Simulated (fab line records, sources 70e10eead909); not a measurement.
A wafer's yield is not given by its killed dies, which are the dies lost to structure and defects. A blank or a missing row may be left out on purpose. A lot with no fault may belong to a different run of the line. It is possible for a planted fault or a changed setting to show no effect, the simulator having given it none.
Struck lot and sound lot, side by side || flow nand_harc || 15 steps out of a route of 1302
Sound: wafers L487.3, L487.4, L487.5. Struck: wafer L499.2; the same lot's L499.6 was not struck, so it is left out; see the end for the cause.
At each step with rows: each side's tool, then ch and its chambers, then its first start. Under that, the readings that differ: sound wafers || struck wafers || difference of the means || sigmas: that difference in standard deviations of wafers without a fault.
alike: readings whose means differ by less than 2 such deviations, and words and numbers that are the same on both sides. not compared: withheld readings, readings that some wafer has no value for, bounds like >300 that may hide the same value, and numbers for which the record gives no deviation and whose values overlap.
A row with sigmas, a row that says differs or no value, or rows on one side alone: a step with any of these is where the two part. When numbers do not overlap yet have no deviation, they are printed without sigmas and do not part them. A reading that every wafer of one side lacks parts them only if that side has two wafers or more.

NHARC_A_SGD_CUT_THK_MEAS_22: measures by ellipsometry.
  sound: film_metro-01 at day 21 14:57; struck: film_metro-02 at day 27 00:45
  alike: thk_nm
then, 2 steps without rows for these wafers: NHARC_A_SGD_CUT_SRD_23; NHARC_A_SGD_CUT_ETCH_26 (etches SiO2 in dHF, target depth 45.8 nm).
NHARC_A_SGD_CUT_ETCHBACK_24: etches the open film in CH3F/O2, target depth 50 nm, time 92.857 s.
  sound on rie_diel-10 ch 0,1,2, day 21 15:11; struck on rie_diel-11 ch 0, day 27 01:01
{"reading": "drypump_motor_current_A (A)", "sound": "6.1 6.1 5.5", "struck": 4.9, "difference": -1.0, "sigmas": -2}
{"reading": "throttle_valve_pct (%)", "sound": "20.662 20.658 20.656", "struck": 20.682, "difference": "+0.023", "sigmas": "+3"}
  alike: mfc_ar_sccm, oes_product_au, rf_vpp_V, showerhead_plenum_p_Torr
  not compared: rf_hours_counter_h
NHARC_A_SGD_CUT_STRIP_28: strips in O2, time 20 s.
  sound: rie_diel-10 ch 2,3; struck: rie_diel-11 ch 1
{"reading": "oes_product_au (a.u.)", "sound": "0.991 0.997 0.985", "struck": 1.006, "difference": "+0.015", "sigmas": "+2"}
  alike: drypump_motor_current_A, mfc_ar_sccm, rf_vpp_V, showerhead_plenum_p_Torr, throttle_valve_pct
  not compared: rf_hours_counter_h
NHARC_A_SGD_CUT_INSPECT_25:
  sound: defect_inspect-01 at day 21 15:25; struck: defect_inspect-01 at day 27 01:13
  alike: raw_defect_count
NHARC_A_SLIT_DEP_25: deposits SiO2, target thk 200 nm.
  sound on pecvd-04 ch 1,2, day 21 15:38; struck on pecvd-04 ch 0, day 27 01:17
{"reading": "heater_power_w (W)", "sound": "520 543 541", "struck": 737, "difference": "+202", "sigmas": "+3"}
  alike: throttle_valve_pct
NHARC_A_SLIT_DEP_00: deposits aC, target thk 6200 nm.
  sound on acl_dep-01 ch 0, day 21 22:29; struck on acl_dep-01 ch 0, day 27 02:37
  alike: throttle_valve_pct
NHARC_A_SLIT_DEP_23: deposits SiON, target thk 100 nm.
  sound on pecvd-03 ch 0,1, day 22 01:07; struck on pecvd-04 ch 2, day 27 05:50
  alike: heater_power_w
then, 3 steps without rows for these wafers: NHARC_A_SLIT_DEHYDRATE_01 (time 120 s); NHARC_A_SLIT_HMDS_02 (time 30 s); NHARC_A_SLIT_COAT_03 (resist thk 90 nm).
NHARC_A_SLIT_SOFTBAKE_04: time 55 s.
  sound on litho_track-06 ch 0, day 22 01:00; struck on litho_track-01 ch 0, day 27 06:00
{"reading": "heater_power_total_W (W)", "sound": "188.55 188.38 188.68", "struck": 205.02, "difference": "+16.48", "sigmas": "+99 or more"}
  alike: exhaust_pa
then, 1 step without rows for these wafers: NHARC_A_SLIT_EBR_05.
-- break in the record here, with 5 days between the starts of the struck wafers on either side (left off in module A_SLIT, picked up again in module END, where the first step shown is number 1302 on the route) --
NHARC_END_SORT_01:
  sound on prober-01 ch 0, day 27 09:21; struck on prober-02 ch 0, day 32 03:58
  alike: killed_at_array, killed_at_other, killed_at_periphery, killed_dies, killed_open, killed_short

WHERE THEY PART
At NHARC_A_SGD_CUT_ETCHBACK_24 first; at NHARC_A_SLIT_SOFTBAKE_04 last (within this record only). Later steps at which nothing parts them and some readings are alike: NHARC_END_SORT_01.

WHY: what had been put in by the simulator
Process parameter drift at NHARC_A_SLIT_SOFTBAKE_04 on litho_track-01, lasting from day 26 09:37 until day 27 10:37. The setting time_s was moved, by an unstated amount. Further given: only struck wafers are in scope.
